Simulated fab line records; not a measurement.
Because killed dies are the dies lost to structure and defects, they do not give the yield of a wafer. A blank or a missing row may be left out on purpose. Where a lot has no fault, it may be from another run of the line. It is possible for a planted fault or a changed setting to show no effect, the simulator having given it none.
Which tool did it?	flow n5_finfet	24 lots, 72 wafers sampled, at 6 steps of a route of 1938

== WHAT EACH GAUGE READ, for each wafer ==
N5_SD_EPI_N_OVL_MEAS_10.
lot	measured	on	SD_N_BLK_OVL (nm)
L074	day 3 04:06	overlay-02	0.3 -0.4 0.6
L075	day 3 05:31	overlay-01	0.7 0.2 -0.2
L076	day 3 14:12	overlay-01	1.7 1.1 0.8
L077	day 3 19:04	overlay-02	0.4 -0.5 -0.1
L078	day 4 02:53	overlay-01	0.8 -0.5 0.0
L079	day 4 09:12	overlay-02	0.4 -0.5 0.1
L080	day 4 11:08	overlay-01	-0.2 -0.3 -0.7
L081	day 4 19:58	overlay-02	2.1 0.8 1.1
L082	day 4 23:20	overlay-02	1.2 -0.3 1.1
L083	day 5 06:07	overlay-01	-0.3 -0.2 0.0
L084	day 5 12:21	overlay-02	1.4 -0.1 0.7
L085	day 5 22:02	overlay-02	1.8 0.5 0.5
L086	day 6 04:29	overlay-01	-0.9 0.5 0.7
L087	day 6 12:43	overlay-02	0.5 -0.2 0.6
L088	day 6 15:31	overlay-01	1.4 1.7 1.3
L089	day 7 02:53	overlay-02	-1.0 0.1 -0.3
L090	day 7 10:53	overlay-02	0.2 0.0 0.9
L091	day 7 14:41	overlay-01	0.3 1.2 1.6
L092	day 7 18:40	overlay-01	-1.0 -1.0 -0.1
L093	day 7 20:25	overlay-01	1.1 -0.3 -0.2
L094	day 8 04:40	overlay-01	-0.6 -0.2 -0.8
L095	day 8 07:56	overlay-02	0.6 0.5 -0.1
L096	day 8 15:41	overlay-02	1.1 0.7 -0.3
L097	day 8 18:16	overlay-02	-0.2 -0.8 -1.4

N5_ILD0_INSPECT_06: inspects for defects (darkfield).
lot	measured	on	raw_defect_count
L074	day 3 20:05	defect_inspect-01	44 26 31
L075	day 3 22:25	defect_inspect-02	9 27 20
L076	day 4 05:29	defect_inspect-01	28 24 42
L077	day 4 10:31	defect_inspect-01	48 41 96
L078	day 4 18:19	defect_inspect-02	35 25 57
L079	day 5 00:45	defect_inspect-02	16 41 10
L080	day 5 03:32	defect_inspect-02	25 24 18
L081	day 5 12:05	defect_inspect-01	16 32 27
L082	day 5 15:16	defect_inspect-01	51 41 40
L083	day 5 21:29	defect_inspect-01	53 45 40
L084	day 6 03:51	defect_inspect-02	104 69 59
L085	day 6 14:24	defect_inspect-01	45 34 24
L086	day 6 21:20	defect_inspect-02	25 48 33
L087	day 7 06:25	defect_inspect-01	22 51 10
L088	day 7 07:14	defect_inspect-01	72 30 20
L089	day 7 19:58	defect_inspect-02	30 24 32
L090	day 8 02:26	defect_inspect-02	37 34 34
L091	day 8 06:29	defect_inspect-01	66 42 38
L092	day 8 10:55	defect_inspect-02	31 25 47
L093	day 8 13:07	defect_inspect-01	27 23 38
L094	day 8 21:30	defect_inspect-01	44 75 44
L095	day 9 00:17	defect_inspect-01	27 60 38
L096	day 9 10:29	defect_inspect-01	22 19 34
L097	day 9 12:34	defect_inspect-01	47 28 29

== WHICH TOOL RAN EACH LOT (tool, then ch and the chambers of the sampled wafers, then the start) ==
lot	N5_SPACER0_ALD_08	N5_SD_EPI_N_SD_RECESS_17	N5_SD_EPI_P_SD_RECESS_17	N5_SD_ACTIVATION_RTA_00
L074	ald_sin-03 ch 0,1, day 3 03:38	rie_si-03 ch 1,2,3, day 3 04:55	rie_si-05 ch 2,3, day 3 09:14	rtp_anneal-01 ch 0, day 3 12:42
L075	ald_sin-04 ch 1,2, day 3 04:56	rie_si-03 ch 0,2,3, day 3 06:33	rie_si-05 ch 0,2, day 3 11:58	rtp_anneal-02 ch 0, day 3 15:08
L076	ald_sin-04 ch 1,2,3, day 3 13:44	rie_si-03 ch 1,2, day 3 14:56	rie_si-04 ch 1,2, day 3 19:22	rtp_anneal-01 ch 0, day 3 22:31
L077	ald_sin-03 ch 0,2,3, day 3 18:36	rie_si-01 ch 0,2,3, day 3 20:01	rie_si-02 ch 1,2,3, day 4 00:27	rtp_anneal-02 ch 0, day 4 03:33
L078	ald_sin-04 ch 0,2,3, day 4 02:25	rie_si-03 ch 0,1,2, day 4 03:38	rie_si-02 ch 0,2,3, day 4 07:58	rtp_anneal-02 ch 0, day 4 11:02
L079	ald_sin-04 ch 0,2,3, day 4 08:44	rie_si-03 ch 1,2,3, day 4 09:56	rie_si-04 ch 2,3, day 4 14:16	rtp_anneal-01 ch 0, day 4 17:21
L080	ald_sin-03 ch 0,2, day 4 10:40	rie_si-03 ch 0,3, day 4 12:16	rie_si-02 ch 0,1,3, day 4 16:50	rtp_anneal-01 ch 0, day 4 19:57
L081	ald_sin-01 ch 0,1, day 4 19:23	rie_si-01 ch 2,3, day 4 21:01	rie_si-04 ch 1,2, day 5 01:38	rtp_anneal-02 ch 0, day 5 04:53
L082	ald_sin-03 ch 1,2,3, day 4 22:52	rie_si-06 ch 0,1,3, day 5 00:05	rie_si-02 ch 0,1,2, day 5 05:13	rtp_anneal-01 ch 0, day 5 08:17
L083	ald_sin-01 ch 2,3, day 5 05:39	rie_si-03 ch 1,2,3, day 5 06:52	rie_si-04 ch 0,2,3, day 5 11:20	rtp_anneal-02 ch 0, day 5 14:29
L084	ald_sin-04 ch 0,2,3, day 5 11:53	rie_si-06 ch 0,2,3, day 5 13:05	rie_si-04 ch 1,2,3, day 5 17:25	rtp_anneal-01 ch 0, day 5 20:51
L085	ald_sin-03 ch 2,3, day 5 21:27	rie_si-06 ch 0,1,3, day 5 22:50	rie_si-04 ch 2,3, day 6 03:25	rtp_anneal-02 ch 0, day 6 07:20
L086	ald_sin-01 ch 0,2,3, day 6 04:01	rie_si-01 ch 1,2,3, day 6 05:53	rie_si-02 ch 1,3, day 6 11:13	rtp_anneal-01 ch 0, day 6 14:21
L087	ald_sin-03 ch 1,2,3, day 6 12:08	rie_si-01 ch 0,1,3, day 6 13:35	rie_si-05 ch 0,2,3, day 6 18:58	rtp_anneal-02 ch 0, day 6 22:59
L088	ald_sin-01 ch 1,2,3, day 6 15:03	rie_si-06 ch 0,1,2, day 6 16:16	rie_si-05 ch 0,3, day 6 20:44	rtp_anneal-02 ch 0, day 6 23:52
L089	ald_sin-01 ch 2,3, day 7 02:25	rie_si-06 ch 0,2, day 7 03:38	rie_si-05 ch 2,3, day 7 08:59	rtp_anneal-01 ch 0, day 7 12:53
L090	ald_sin-03 ch 2,3, day 7 10:18	rie_si-03 ch 0,1,3, day 7 11:38	rie_si-04 ch 1,3, day 7 15:58	rtp_anneal-02 ch 0, day 7 19:02
L091	ald_sin-03 ch 0,1,3, day 7 14:06	rie_si-06 ch 1,2, day 7 15:32	rie_si-02 ch 0,2, day 7 20:09	rtp_anneal-01 ch 0, day 7 23:16
L092	ald_sin-04 ch 0,2,3, day 7 18:05	rie_si-01 ch 1,2,3, day 7 19:28	rie_si-02 ch 0,2,3, day 8 00:40	rtp_anneal-02 ch 0, day 8 03:57
L093	ald_sin-04 ch 0,1, day 7 19:58	rie_si-06 ch 1,2, day 7 21:10	rie_si-05 ch 0,1,3, day 8 02:21	rtp_anneal-02 ch 0, day 8 05:48
L094	ald_sin-01 ch 2,3, day 8 04:05	rie_si-01 ch 1,2,3, day 8 05:25	rie_si-05 ch 1,2, day 8 09:52	rtp_anneal-01 ch 0, day 8 13:04
L095	ald_sin-01 ch 0,3, day 8 07:21	rie_si-03 ch 1,2, day 8 08:41	rie_si-05 ch 0,2,3, day 8 14:02	rtp_anneal-01 ch 0, day 8 17:13
L096	ald_sin-03 ch 1,3, day 8 15:05	rie_si-06 ch 2,3, day 8 16:25	rie_si-04 ch 1,2, day 8 22:02	rtp_anneal-01 ch 0, day 9 02:13
L097	ald_sin-03 ch 0,2,3, day 8 17:40	rie_si-01 ch 0,2,3, day 8 19:36	rie_si-02 ch 0,3, day 9 00:53	rtp_anneal-02 ch 0, day 9 05:04
- N5_SPACER0_ALD_08: deposits SiNx, target thk 2 nm.
- N5_SD_EPI_N_SD_RECESS_17: chemistry HBr/Cl2/O2, target depth 41 nm, time 23.7 s, bt time 3 s.
- N5_SD_EPI_P_SD_RECESS_17: chemistry HBr/Cl2/O2, target depth 39.1 nm, bt time 3 s.
- N5_SD_ACTIVATION_RTA_00: time 0 s.

== WHAT THE TOOLS THEMSELVES READ (means of the sampled wafers that have a number; where no wafer has one, the mark that the record gives instead) ==
N5_SPACER0_ALD_08.
lot	tool	heater_power_w (W)
L074	ald_sin-03	844
L075	ald_sin-04	885
L076	ald_sin-04	893
L077	ald_sin-03	844
L078	ald_sin-04	963
L079	ald_sin-04	971
L080	ald_sin-03	855
L081	ald_sin-01	1014
L082	ald_sin-03	831
L083	ald_sin-01	800
L084	ald_sin-04	966
L085	ald_sin-03	830
L086	ald_sin-01	901
L087	ald_sin-03	834
L088	ald_sin-01	812
L089	ald_sin-01	802
L090	ald_sin-03	841
L091	ald_sin-03	814
L092	ald_sin-04	971
L093	ald_sin-04	966
L094	ald_sin-01	833
L095	ald_sin-01	949
L096	ald_sin-03	810
L097	ald_sin-03	844

N5_SD_EPI_N_SD_RECESS_17.
lot	tool	drypump_motor_current_A (A)	he_backside_leak_sccm (sccm)	oes_product_au (a.u.)	throttle_valve_pct (%)
L074	rie_si-03	5.6	2.4	0.987	37.5
L075	rie_si-03	5.7	2.7	1.009	37.3
L076	rie_si-03	5.1	2.2	0.982	37.7
L077	rie_si-01	5.7	2.8	0.996	37.1
L078	rie_si-03	5.1	2.5	1.000	37.5
L079	rie_si-03	5.7	2.4	0.993	37.5
L080	rie_si-03	6.1	2.5	0.997	37.4
L081	rie_si-01	5.8	2.8	0.992	37.2
L082	rie_si-06	5.6	3.0	0.994	37.2
L083	rie_si-03	5.6	2.4	0.984	37.5
L084	rie_si-06	5.4	2.9	1.007	37.2
L085	rie_si-06	5.6	2.8	0.994	37.2
L086	rie_si-01	6.0	2.8	0.995	37.1
L087	rie_si-01	6.2	2.7	0.990	37.2
L088	rie_si-06	5.5	2.9	1.001	37.4
L089	rie_si-06	5.5	2.8	1.016	37.5
L090	rie_si-03	5.5	2.8	0.992	37.6
L091	rie_si-06	5.3	3.0	0.998	37.3
L092	rie_si-01	6.0	2.8	0.994	37.1
L093	rie_si-06	5.6	3.4	0.987	37.3
L094	rie_si-01	6.0	2.8	0.997	37.1
L095	rie_si-03	5.1	2.4	0.980	37.7
L096	rie_si-06	5.3	2.9	1.004	37.1
L097	rie_si-01	5.7	2.7	0.998	37.1

N5_SD_EPI_P_SD_RECESS_17.
lot	tool	drypump_motor_current_A (A)	he_backside_leak_sccm (sccm)	oes_product_au (a.u.)	throttle_valve_pct (%)
L074	rie_si-05	5.3	2.57	0.977	37.2
L075	rie_si-05	5.4	2.64	0.987	37.0
L076	rie_si-04	6.2	3.24	1.034	37.0
L077	rie_si-02	5.7	2.65	0.997	36.9
L078	rie_si-02	5.5	2.49	0.999	37.0
L079	rie_si-04	5.9	2.81	1.002	37.2
L080	rie_si-02	5.5	2.60	0.998	37.2
L081	rie_si-04	6.3	3.04	1.025	37.0
L082	rie_si-02	5.7	2.67	1.000	37.3
L083	rie_si-04	5.8	3.03	1.017	37.0
L084	rie_si-04	6.2	3.00	1.010	37.1
L085	rie_si-04	6.0	2.96	1.006	37.1
L086	rie_si-02	5.6	2.48	0.998	37.1
L087	rie_si-05	5.6	2.63	0.993	37.1
L088	rie_si-05	5.9	2.79	1.000	37.1
L089	rie_si-05	5.3	2.56	0.981	37.2
L090	rie_si-04	6.1	2.86	1.002	37.3
L091	rie_si-02	5.7	2.73	0.996	37.2
L092	rie_si-02	5.5	2.63	1.003	37.0
L093	rie_si-05	5.7	2.73	1.000	37.3
L094	rie_si-05	5.2	2.65	0.994	37.2
L095	rie_si-05	5.7	2.71	0.989	37.1
L096	rie_si-04	6.3	3.07	1.015	36.8
L097	rie_si-02	5.4	2.39	1.016	36.8

N5_SD_ACTIVATION_RTA_00.
lot	tool	lamp_power_pct (%)	wafer_temp_C_max
L074	rtp_anneal-01	8.92	974.5
L075	rtp_anneal-02	9.01	975.8
L076	rtp_anneal-01	8.99	977.2
L077	rtp_anneal-02	8.99	975.6
L078	rtp_anneal-02	9.01	975.2
L079	rtp_anneal-01	8.93	974.4
L080	rtp_anneal-01	8.87	973.7
L081	rtp_anneal-02	8.94	978.1
L082	rtp_anneal-01	8.96	977.3
L083	rtp_anneal-02	9.01	976.9
L084	rtp_anneal-01	8.99	974.2
L085	rtp_anneal-02	8.96	972.9
L086	rtp_anneal-01	9.00	975.9
L087	rtp_anneal-02	8.91	974.7
L088	rtp_anneal-02	8.91	975.4
L089	rtp_anneal-01	8.97	975.8
L090	rtp_anneal-02	8.97	974.8
L091	rtp_anneal-01	8.93	975.3
L092	rtp_anneal-02	8.96	974.4
L093	rtp_anneal-02	8.96	974.7
L094	rtp_anneal-01	9.00	973.7
L095	rtp_anneal-01	8.94	974.8
L096	rtp_anneal-01	8.98	974.4
L097	rtp_anneal-02	8.94	973.8

== THE ANSWER, worked out from the rows above alone ==
Rule: what is usual is taken from the lots themselves. Put in order of their means at a reading, lots are off if they are a third of the lots or fewer, leave a main group of 4 or more, and stand apart from it by a gap of 3 or more times the standard deviation of the main group's means; of several such gaps the widest counts. A main group whose means are all the same, to the digits that the tables above print for the reading, isn't used. A lot without any number at a reading at which 4 lots or more have one is off too. Any other lot the step has rows for is counted as sound. The gauges are gone through in route order, then the tools' own readings, and for those a lot's mean is taken as printed above. The first step at which some lot is off is used, and at that step the reading that is off furthest; a lot without a number counts as furthest.
Nothing can be told from this: no lot is off at any reading shown.

== WHAT WAS PUT IN BY THE SIMULATOR ==
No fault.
